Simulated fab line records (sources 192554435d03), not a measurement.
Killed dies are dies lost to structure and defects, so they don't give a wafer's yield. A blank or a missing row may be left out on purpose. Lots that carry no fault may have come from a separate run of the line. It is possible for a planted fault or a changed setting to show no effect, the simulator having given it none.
Which tool is to blame? -- flow n5 finfet -- 36 wafers sampled from 12 lots at 1 step of a route of 1938

WHAT THE GAUGES READ, wafer by wafer
N5_BEOL_M4_CD_MEAS_28: target cd 26.2 nm, target cd y 24.1 nm.
lot,measured,on,cd nm (nm)
L075,day 8 17:34,cd sem-03,25.53 25.99 25.86
L079,day 9 02:23,cd sem-02,26.16 26.49 26.42
L078,day 9 06:53,cd sem-01,25.97 26.57 26.14
L080,day 10 07:52,cd sem-02,26.54 26.19 26.55
L082,day 11 07:50,cd sem-01,25.77 25.96 26.53
L085,day 11 16:10,cd sem-01,26.43 26.19 26.19
L087,day 11 18:09,cd sem-02,26.22 25.84 25.96
L088,day 12 11:46,cd sem-01,26.12 26.33 26.18
L091,day 12 20:04,cd sem-01,26.50 26.29 26.24
L093,day 13 05:15,cd sem-02,26.40 26.34 25.96
L095,day 14 17:55,cd sem-03,26.19 26.50 26.36
L097,day 15 03:31,cd sem-01,26.33 26.11 25.91

EACH LOT AND THE TOOL THAT RAN IT (in order: tool; ch and the chambers of the sampled wafers; start)
There is no process step in the record ahead of these readings.

THE ANSWER, worked out from the rows above alone
Rule: usual is defined by the lots themselves. The widest of any qualifying gaps counts: lots, ordered by their means at a reading, are off when they make up no more than a third of the lots, leave a main group of 4 or more, and stand apart from it by 3 or more times the standard deviation of that group's means. If all means in a main group match to the digits the tables above print for the reading, that group is not used. A lot without any number at a reading at which 4 lots or more have one is off too. Where the step has rows for the other lots, those lots are counted as sound.
None of the lots is off at any reading shown; this tells nothing.

WHAT WAS PUT IN BY THE SIMULATOR
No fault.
